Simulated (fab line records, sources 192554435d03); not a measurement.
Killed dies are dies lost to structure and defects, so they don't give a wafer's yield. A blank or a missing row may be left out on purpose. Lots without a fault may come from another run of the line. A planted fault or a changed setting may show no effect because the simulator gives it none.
Chamber matching | flow n5_finfet | N5_BEOL_M2_ETCH_69 on rie_diel-03: 4 sister chambers
The step etches SiARC in CF4, target depth 15.6 nm, time 26 s. 7 wafers are shown with their chamber, then 7 later ones without.

WAFERS WITH THEIR CHAMBER
wafer  | chamber | drypump_motor_current_A (A) | etch_rf_on_time_s (s)
L079.2 | 0       | 6.3                         | 26.6
L090.2 | 2       | 5.4                         | 25.0
L091.1 | 1       | 6.3                         | 26.4
L091.3 | 3       | 5.9                         | 25.7
L091.5 | 2       | 5.5                         | 25.1
L093.1 | 1       | 6.3                         | 26.6
L093.4 | 3       | 5.9                         | 25.6

WAFERS WITHOUT THEIR CHAMBER
wafer  | drypump_motor_current_A (A) | etch_rf_on_time_s (s)
L093.5 | 5.5                         | 25.4
L094.1 | 5.4                         | 25.1
L094.5 | 5.9                         | 25.4
L094.6 | 5.5                         | 24.8
L095.1 | 6.3                         | 25.2
L095.2 | 6.4                         | 26.0
L095.4 | 6.3                         | 25.2

WHICH CHAMBER EACH WENT THROUGH
wafer  | from the rows above     | in truth
L093.5 | 2                       | 2
L094.1 | 2                       | 2
L094.5 | 3                       | 3
L094.6 | 2                       | 2
L095.1 | 3                       | 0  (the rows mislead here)
L095.2 | can't be placed: 1 or 0 | 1
L095.4 | 3                       | 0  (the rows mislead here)
Placed correctly: 4 of 7. Can't be placed from these rows: 1 (the true chamber is among the candidates in 1). Placed wrongly: 2.
How it was worked out, from the rows above alone: a wafer's distance from a chamber is the root of the sum, over the readings, of the square of ((its reading less the chamber's mean) divided by the reading's scatter). The wafer belongs to the nearest chamber; if the next one is less than 2 further off, it can't be placed. A chamber's mean is the mean of its shown wafers. The scatter: the root of (the sum of the squares of (reading less its chamber's mean) over the shown wafers, divided by (wafers less chambers)).
